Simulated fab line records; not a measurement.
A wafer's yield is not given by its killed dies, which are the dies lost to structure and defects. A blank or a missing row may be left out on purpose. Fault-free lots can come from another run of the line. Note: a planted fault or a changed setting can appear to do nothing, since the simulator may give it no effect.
What tool caused it? -- flow n5_finfet -- 72 wafers from 24 lots sampled at 6 of the route's 1938 steps

## WHAT EACH GAUGE READ, for each wafer
N5_BEOL_M3_CD_MEAS_11 targets a cd of 17.05 nm.
lot,measured,on,cd_nm (nm)
L074,day 7 02:07,cd_sem-01,17.23 16.83 16.56
L075,day 7 04:49,cd_sem-03,17.14 17.51 16.80
L077,day 7 14:16,cd_sem-02,17.32 17.75 17.22
L076,day 7 15:05,cd_sem-02,17.11 16.91 17.17
L078,day 7 22:59,cd_sem-03,17.49 17.34 16.89
L079,day 9 00:04,cd_sem-01,17.03 16.65 16.91
L080,day 9 11:02,cd_sem-03,17.16 17.01 16.96
L082,day 9 12:18,cd_sem-01,17.28 16.90 16.67
L081,day 9 13:55,cd_sem-01,17.05 17.13 17.64
L083,day 9 18:03,cd_sem-03,16.85 16.84 17.14
L084,day 10 00:14,cd_sem-03,17.26 16.77 16.62
L086,day 10 05:27,cd_sem-02,17.13 17.23 16.89
L085,day 10 08:09,cd_sem-02,17.01 17.18 17.19
L088,day 10 18:50,cd_sem-03,17.20 17.00 17.02
L087,day 10 22:06,cd_sem-02,17.37 17.23 16.99
L089,day 10 23:08,cd_sem-01,17.19 17.01 16.58
L090,day 11 05:43,cd_sem-02,17.03 17.35 17.49
L091,day 11 09:02,cd_sem-02,17.52 17.21 16.88
L092,day 11 14:01,cd_sem-01,16.87 17.18 17.39
L093,day 12 02:57,cd_sem-03,17.54 16.92 16.73
L094,day 12 15:30,cd_sem-02,17.17 17.04 17.11
L095,day 13 00:02,cd_sem-02,17.25 17.30 17.55
L097,day 13 05:52,cd_sem-01,16.80 17.38 17.05
L096,day 13 05:54,cd_sem-02,17.10 17.12 17.22

## WHICH TOOL RAN EACH LOT (tool, then ch and the chambers of the sampled wafers, then the start)
lot,N5_BEOL_M2_ETCH_64,N5_BEOL_M2_STRIP_19,N5_BEOL_M2_ALD_84,N5_BEOL_M2_SPUTTER_81,N5_BEOL_M2_ANNEAL_87
L074,"rie_diel-06 ch 0,1,3, day 6 16:34","rie_diel-04 ch 1,2,3, day 6 16:55","ald_metal-04 ch 0,1,3, day 6 21:55","pvd_sputter-03, day 6 22:49","pvd_sputter-03, day 6 23:07"
L075,"rie_diel-04 ch 0,1,3, day 6 20:19","rie_diel-04 ch 1,2,3, day 6 20:38","ald_metal-03 ch 0,1,2, day 6 22:27","pvd_sputter-03, day 7 00:39","pvd_sputter-03, day 7 00:57"
L077,"rie_diel-04 ch 0,2,3, day 7 04:46","rie_diel-04 ch 0,1,3, day 7 05:02","ald_metal-02 ch 0,3, day 7 08:20","pvd_sputter-03, day 7 09:34","pvd_sputter-03, day 7 09:52"
L076,"rie_diel-06 ch 0,1,3, day 7 04:46","rie_diel-04 ch 0,1,3, day 7 05:05","ald_metal-04 ch 0,2,3, day 7 09:52","pvd_sputter-02, day 7 10:59","pvd_sputter-02, day 7 11:19"
L078,"rie_diel-01 ch 0,1,3, day 7 14:32","rie_diel-06 ch 0,1,3, day 7 14:50","ald_metal-03 ch 0,1,3, day 7 18:39","pvd_sputter-03, day 7 19:34","pvd_sputter-03, day 7 19:52"
L079,"rie_diel-01 ch 0,2, day 8 00:13","rie_diel-04 ch 2,3, day 8 00:29","ald_metal-04 ch 1,2,3, day 8 17:40","pvd_sputter-01, day 8 20:22","pvd_sputter-01, day 8 20:40"
L080,"rie_diel-06 ch 1,2, day 8 08:17","rie_diel-04 ch 2,3, day 8 08:34","ald_metal-04 ch 0,2,3, day 9 05:16","pvd_sputter-01, day 9 06:23","pvd_sputter-01, day 9 06:41"
L082,"rie_diel-06 ch 0,1,3, day 8 22:13","rie_diel-01 ch 0,3, day 8 22:29","ald_metal-03 ch 1,2,3, day 9 07:53","pvd_sputter-02, day 9 08:58","pvd_sputter-02, day 9 09:16"
L081,"rie_diel-01 ch 0,2,3, day 9 02:37","rie_diel-01 ch 0,2, day 9 02:54","ald_metal-02 ch 1,2,3, day 9 08:50","pvd_sputter-01, day 9 10:10","pvd_sputter-01, day 9 10:28"
L083,"rie_diel-04 ch 0,2,3, day 9 08:41","rie_diel-06 ch 0,1, day 9 08:58","ald_metal-02 ch 0,1, day 9 13:03","pvd_sputter-02, day 9 13:59","pvd_sputter-02, day 9 14:17"
L084,"rie_diel-04 ch 0,2,3, day 9 08:55","rie_diel-06 ch 0,1,3, day 9 09:13","ald_metal-03 ch 0,3, day 9 18:20","pvd_sputter-03, day 9 19:32","pvd_sputter-03, day 9 19:50"
L086,"rie_diel-06 ch 0,3, day 9 16:41","rie_diel-06 ch 1,2,3, day 9 17:02","ald_metal-04 ch 1,3, day 10 00:40","pvd_sputter-02, day 10 01:39","pvd_sputter-02, day 10 01:57"
L085,"rie_diel-06 ch 0,2,3, day 9 18:27","rie_diel-06 ch 1,2,3, day 9 18:44","ald_metal-02 ch 0,2, day 10 00:44","pvd_sputter-02, day 10 03:29","pvd_sputter-02, day 10 03:47"
L088,"rie_diel-04 ch 0,2,3, day 10 01:50","rie_diel-06 ch 1,3, day 10 02:07","ald_metal-04 ch 0,1,3, day 10 11:35","pvd_sputter-01, day 10 14:20","pvd_sputter-01, day 10 14:38"
L087,"rie_diel-04 ch 1,2,3, day 10 05:42","rie_diel-04 ch 0,1,2, day 10 05:59","ald_metal-02 ch 1,2,3, day 10 15:50","pvd_sputter-02, day 10 16:45","pvd_sputter-02, day 10 17:03"
L089,"rie_diel-06 ch 0,1,2, day 10 08:49","rie_diel-01 ch 0,1, day 10 09:06","ald_metal-04 ch 1,2,3, day 10 18:34","pvd_sputter-01, day 10 19:28","pvd_sputter-01, day 10 19:46"
L090,"rie_diel-04 ch 2,3, day 10 11:32","rie_diel-06 ch 2,3, day 10 11:49","ald_metal-03 ch 0,3, day 10 23:59","pvd_sputter-01, day 11 02:05","pvd_sputter-01, day 11 02:23"
L091,"rie_diel-06 ch 0,2, day 10 15:04","rie_diel-06 ch 0,1,3, day 10 15:33","ald_metal-04 ch 2,3, day 11 00:09","pvd_sputter-01, day 11 03:56","pvd_sputter-01, day 11 04:14"
L092,"rie_diel-01 ch 0,2,3, day 10 19:59","rie_diel-01 ch 0,2,3, day 10 20:16","ald_metal-03 ch 0,3, day 11 08:57","pvd_sputter-01, day 11 09:55","pvd_sputter-01, day 11 10:13"
L093,"rie_diel-04 ch 0,1,2, day 11 12:43","rie_diel-04 ch 2,3, day 11 13:00","ald_metal-03 ch 0,1,3, day 11 22:18","pvd_sputter-01, day 11 23:16","pvd_sputter-01, day 11 23:34"
L094,"rie_diel-06 ch 0,1, day 12 05:01","rie_diel-04 ch 0,2,3, day 12 05:19","ald_metal-03 ch 1,2, day 12 11:01","pvd_sputter-01, day 12 12:11","pvd_sputter-01, day 12 12:29"
L095,"rie_diel-06 ch 0,2,3, day 12 10:50","rie_diel-06 ch 1,2,3, day 12 11:15","ald_metal-04 ch 1,2,3, day 12 17:34","pvd_sputter-01, day 12 20:18","pvd_sputter-01, day 12 20:36"
L097,"rie_diel-06 ch 1,2,3, day 12 12:46","rie_diel-06 ch 0,2,3, day 12 13:03","ald_metal-02 ch 0,1,3, day 13 00:58","pvd_sputter-01, day 13 01:56","pvd_sputter-01, day 13 02:14"
L096,"rie_diel-06 ch 0,1,2, day 12 17:43","rie_diel-04 ch 1,2, day 12 18:04","ald_metal-03 ch 1,2, day 13 01:05","pvd_sputter-02, day 13 02:17","pvd_sputter-02, day 13 02:35"
- N5_BEOL_M2_ETCH_64: etches SOC in N2/H2, target depth 75 nm, overetch 22.5 nm, time 121.9 s.
- N5_BEOL_M2_STRIP_19: strips in O2.
- N5_BEOL_M2_ALD_84: deposits TaN, pulse time 2 s, purge time 3 s, co reactant purge time 2 s.
- N5_BEOL_M2_SPUTTER_81: material Cu, target thk 4.5 nm, time 8.29 s.
- N5_BEOL_M2_ANNEAL_87: time 240 s.

## AS READ BY THE TOOLS THEMSELVES (means over the sampled wafers that have a number; for cases with no such wafer, the mark the record gives instead)
N5_BEOL_M2_ETCH_64.
lot,tool,drypump_motor_current_A (A),oes_product_au (a.u.),rf_vpp_V (V),showerhead_plenum_p_Torr (Torr),temp_c (C),throttle_valve_pct (%)
L074,rie_diel-06,5.6,0.64,526.6,2.61,40.06,17.64
L075,rie_diel-04,5.7,0.59,522.6,2.52,40.00,17.85
L077,rie_diel-04,5.7,0.61,523.1,2.49,40.10,17.64
L076,rie_diel-06,5.5,0.64,525.1,2.61,40.04,17.64
L078,rie_diel-01,5.5,0.57,523.2,2.57,39.92,18.05
L079,rie_diel-01,5.4,0.66,525.0,2.54,40.01,17.55
L080,rie_diel-06,6.0,0.66,525.6,2.62,40.07,17.63
L082,rie_diel-06,5.5,0.62,526.3,2.60,40.00,17.67
L081,rie_diel-01,5.6,0.60,524.5,2.55,40.00,17.84
L083,rie_diel-04,5.7,0.59,521.7,2.48,39.98,17.67
L084,rie_diel-04,5.7,0.59,523.3,2.48,39.94,17.68
L086,rie_diel-06,5.1,0.61,523.4,2.53,40.04,17.74
L085,rie_diel-06,5.4,0.61,523.7,2.56,40.11,17.68
L088,rie_diel-04,5.7,0.58,521.8,2.48,40.07,17.68
L087,rie_diel-04,5.7,0.62,523.3,2.53,39.93,17.76
L089,rie_diel-06,5.8,0.61,526.1,2.63,39.98,17.63
L090,rie_diel-04,5.4,0.59,521.7,2.47,39.93,17.77
L091,rie_diel-06,5.6,0.59,526.5,2.58,39.99,17.64
L092,rie_diel-01,5.6,0.66,524.6,2.55,40.06,17.66
L093,rie_diel-04,5.9,0.59,522.7,2.53,40.07,17.71
L094,rie_diel-06,5.9,0.61,527.5,2.67,40.07,17.67
L095,rie_diel-06,5.4,0.59,524.0,2.55,39.95,17.72
L097,rie_diel-06,5.7,0.63,525.1,2.58,40.00,17.75
L096,rie_diel-06,5.8,0.59,526.5,2.62,40.00,17.66

N5_BEOL_M2_STRIP_19.
lot,tool,drypump_motor_current_A (A),o2_flow_sccm (sccm),oes_product_au (a.u.),rf_vpp_V (V),showerhead_plenum_p_Torr (Torr),temp_c (C),throttle_valve_pct (%)
L074,rie_diel-04,5.6,224.6,0.75,3.9,2.10,39.90,16.71
L075,rie_diel-04,5.7,225.2,0.74,3.5,2.10,39.94,16.70
L077,rie_diel-04,5.6,224.7,0.76,4.2,2.07,40.05,16.64
L076,rie_diel-04,5.7,224.9,0.76,3.4,2.07,39.92,16.65
L078,rie_diel-06,5.5,225.2,0.84,3.1,2.15,40.12,16.53
L079,rie_diel-04,5.7,225.5,0.75,3.5,2.08,39.95,16.58
L080,rie_diel-04,5.4,224.6,0.79,3.6,2.05,40.01,16.64
L082,rie_diel-01,5.8,225.6,0.73,3.3,2.10,40.01,16.70
L081,rie_diel-01,5.4,225.1,0.85,3.5,2.11,40.00,16.57
L083,rie_diel-06,6.0,225.9,0.82,3.6,2.21,39.99,16.52
L084,rie_diel-06,5.6,225.5,0.82,3.9,2.15,40.03,16.57
L086,rie_diel-06,5.8,224.8,0.87,3.3,2.13,40.13,16.57
L085,rie_diel-06,5.7,225.2,0.86,3.4,2.13,39.90,16.58
L088,rie_diel-06,5.5,224.3,0.87,3.6,2.12,40.01,16.69
L087,rie_diel-04,6.0,225.2,0.80,3.8,2.08,39.97,16.48
L089,rie_diel-01,5.3,225.5,0.74,3.5,2.09,39.99,16.84
L090,rie_diel-06,5.6,224.2,0.84,3.6,2.08,40.12,16.53
L091,rie_diel-06,5.6,224.6,0.82,3.8,2.14,39.90,16.57
L092,rie_diel-01,5.6,225.8,0.86,3.8,2.10,40.10,16.46
L093,rie_diel-04,5.7,225.3,0.73,3.8,2.07,39.92,16.63
L094,rie_diel-04,5.7,224.8,0.74,4.0,2.03,40.14,16.57
L095,rie_diel-06,5.8,224.7,0.84,4.0,2.12,39.90,16.61
L097,rie_diel-06,5.4,225.3,0.79,3.7,2.09,40.03,16.55
L096,rie_diel-04,5.9,225.0,0.75,3.8,2.10,40.15,16.59

N5_BEOL_M2_ALD_84.
lot,tool,heater_power_outer_w (W),heater_power_w (W),precursor_vessel_carrier_sccm (sccm)
L074,ald_metal-04,225,410,999.4
L075,ald_metal-03,226,430,999.2
L077,ald_metal-02,238,418,1001.0
L076,ald_metal-04,221,422,999.3
L078,ald_metal-03,216,414,997.1
L079,ald_metal-04,236,434,996.1
L080,ald_metal-04,226,428,1002.2
L082,ald_metal-03,233,429,999.8
L081,ald_metal-02,212,380,1003.4
L083,ald_metal-02,199,370,1000.2
L084,ald_metal-03,197,382,999.8
L086,ald_metal-04,235,420,1001.0
L085,ald_metal-02,199,360,998.7
L088,ald_metal-04,225,412,997.4
L087,ald_metal-02,213,375,999.7
L089,ald_metal-04,238,437,1001.0
L090,ald_metal-03,194,384,999.6
L091,ald_metal-04,232,441,1000.8
L092,ald_metal-03,196,381,1002.4
L093,ald_metal-03,219,412,1001.6
L094,ald_metal-03,248,457,1003.0
L095,ald_metal-04,237,433,1001.8
L097,ald_metal-02,214,394,999.5
L096,ald_metal-03,246,444,1001.4

N5_BEOL_M2_SPUTTER_81.
lot,tool,throttle_valve_pct (%)
L074,pvd_sputter-03,29.6
L075,pvd_sputter-03,29.3
L077,pvd_sputter-03,30.2
L076,pvd_sputter-02,30.3
L078,pvd_sputter-03,29.5
L079,pvd_sputter-01,29.8
L080,pvd_sputter-01,29.7
L082,pvd_sputter-02,30.5
L081,pvd_sputter-01,29.9
L083,pvd_sputter-02,29.6
L084,pvd_sputter-03,29.6
L086,pvd_sputter-02,29.4
L085,pvd_sputter-02,29.4
L088,pvd_sputter-01,29.4
L087,pvd_sputter-02,29.5
L089,pvd_sputter-01,29.9
L090,pvd_sputter-01,29.0
L091,pvd_sputter-01,29.9
L092,pvd_sputter-01,29.5
L093,pvd_sputter-01,29.8
L094,pvd_sputter-01,29.0
L095,pvd_sputter-01,29.7
L097,pvd_sputter-01,29.7
L096,pvd_sputter-02,30.4

N5_BEOL_M2_ANNEAL_87.
lot,tool,heater_power_w (W)
L074,pvd_sputter-03,845
L075,pvd_sputter-03,823
L077,pvd_sputter-03,817
L076,pvd_sputter-02,831
L078,pvd_sputter-03,836
L079,pvd_sputter-01,786
L080,pvd_sputter-01,786
L082,pvd_sputter-02,817
L081,pvd_sputter-01,854
L083,pvd_sputter-02,806
L084,pvd_sputter-03,848
L086,pvd_sputter-02,836
L085,pvd_sputter-02,853
L088,pvd_sputter-01,834
L087,pvd_sputter-02,789
L089,pvd_sputter-01,851
L090,pvd_sputter-01,875
L091,pvd_sputter-01,794
L092,pvd_sputter-01,824
L093,pvd_sputter-01,843
L094,pvd_sputter-01,822
L095,pvd_sputter-01,789
L097,pvd_sputter-01,787
L096,pvd_sputter-02,818

## THE ANSWER, worked out from the rows above alone
Rule: what is usual is taken from the lots themselves. The widest of any qualifying gaps counts: lots, ordered by their means at a reading, are off when they make up no more than a third of the lots, leave a main group of 4 or more, and stand apart from it by 3 or more times the standard deviation of that group's means. The tables above print the reading to a certain number of digits; a main group whose means all agree to those digits is not used. Also off: a lot with no number at a reading for which 4 or more lots have one. All remaining lots with rows at the step are treated as sound. First the gauges in route order, then the tools' own readings, where a lot's mean is used as printed above. At the first step where some lot is off, the reading lying furthest off is the one used; lots without a number count as furthest.
No lot is off at any reading shown: from this, nothing can be told.

## WHAT THE SIMULATOR HAD PUT IN
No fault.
